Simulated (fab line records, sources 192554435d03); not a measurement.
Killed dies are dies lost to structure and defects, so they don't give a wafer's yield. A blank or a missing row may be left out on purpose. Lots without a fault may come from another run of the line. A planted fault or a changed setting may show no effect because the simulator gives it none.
Split-lot experiment | flow n5_finfet | 7 lots, 21 wafers read, on a route of 1938 steps

THE SPLIT
At N5_WELL_APT_COAT_19 (resist thk 950 nm), the setting spin_rpm was moved away from the recipe's 1357 rpm on 6 of the 21 wafers read, by -5.4% to +11.1%. The other wafers ran this setting at the recipe's value.

The reading is taken at the split's own step.

THE READING
coat_of_WELL_APT_COAT_19.thk_nm (the simulator's own value, which no gauge read), in nm, at N5_WELL_APT_COAT_19 (resist thk 950 nm). The file gives no usual value for it. The 15 wafers here that ran the recipe average 949.9 nm, standard deviation 3.2 nm.

wafer  | tool, chamber at the split | spin_rpm as run, rpm | against the recipe | coat_of_WELL_APT_COAT_19.thk_nm, nm | against lot-mates on the recipe
L079.3 | litho_track-01, 0          | 1408                 | +3.8%              | 933.8                               | -16.0
L079.5 | litho_track-01, 0          | 1357                 | recipe             | 949.8                               | -
L079.6 | litho_track-01, 0          | 1408                 | +3.8%              | 935                                 | -14.8
L086.2 | litho_track-03, 0          | 1482                 | +9.2%              | 905.9                               | -38.8
L086.3 | litho_track-03, 0          | 1357                 | recipe             | 944.7                               | -
L086.6 | litho_track-03, 0          | 1482                 | +9.2%              | 906.2                               | -38.5
L088.2 | litho_track-03, 0          | 1357                 | recipe             | 953.7                               | -
L088.4 | litho_track-03, 0          | 1357                 | recipe             | 951.4                               | -
L088.6 | litho_track-03, 0          | 1357                 | recipe             | 950.8                               | -
L091.1 | litho_track-04, 0          | 1357                 | recipe             | 950.5                               | -
L091.4 | litho_track-04, 0          | 1507                 | +11.1%             | 902.2                               | -47.9
L091.6 | litho_track-04, 0          | 1357                 | recipe             | 949.7                               | -
L092.1 | litho_track-04, 0          | 1357                 | recipe             | 947.5                               | -
L092.6 | litho_track-04, 0          | 1357                 | recipe             | 947.5                               | -
L092.3 | litho_track-04, 0          | 1357                 | recipe             | 946.3                               | -
L095.2 | litho_track-03, 0          | 1357                 | recipe             | 956.9                               | -
L095.4 | litho_track-03, 0          | 1357                 | recipe             | 954.4                               | -
L095.5 | litho_track-03, 0          | 1357                 | recipe             | 949.8                               | -
L097.3 | litho_track-01, 0          | 1357                 | recipe             | 945.7                               | -
L097.4 | litho_track-01, 0          | 1284                 | -5.4%              | 976                                 | +28.0
L097.5 | litho_track-01, 0          | 1357                 | recipe             | 950.4                               | -

THE FIT
A straight line over all 21 wafers: coat_of_WELL_APT_COAT_19.thk_nm changes by -4.58 nm for each +1% of spin_rpm; r = -0.99; the points scatter about the line by 3.1 nm.
The same after taking each lot's own level away (the mean of its wafers on the recipe; 21 wafers): -4.36 nm for each +1%; r = -0.99; scatter 1.9 nm.
On that fit, the largest move of spin_rpm shifts the reading by 48 nm.
The lots' own levels span 944.70 to 953.70 nm, that is 2.8 times the standard deviation above.
So the lot-to-lot level changes the slope little: the two slopes agree.
Check: with one of the wafers moved furthest among these (+11.1%) left out of the fit, the line predicts -47.7 nm for it against its lot-mates. It came out at -47.9 nm against them.

OTHER SPLITS ON THESE WAFERS
These wafers also went through other splits before the reading. Each is held against what the fit with the lots' levels taken away leaves over:
other split on the same wafers | wafers away from the commonest value | r with coat_of_WELL_APT_COAT_19.thk_nm (lot level and that fit taken away)
N5_WELL_APT_COAT_02 spin_rpm   | 10                                   | -0.33

THE FILE'S OWN FIT
coat_of_WELL_APT_COAT_19.thk_nm changes by -4.37 nm for each +1% of spin_rpm, r = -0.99.
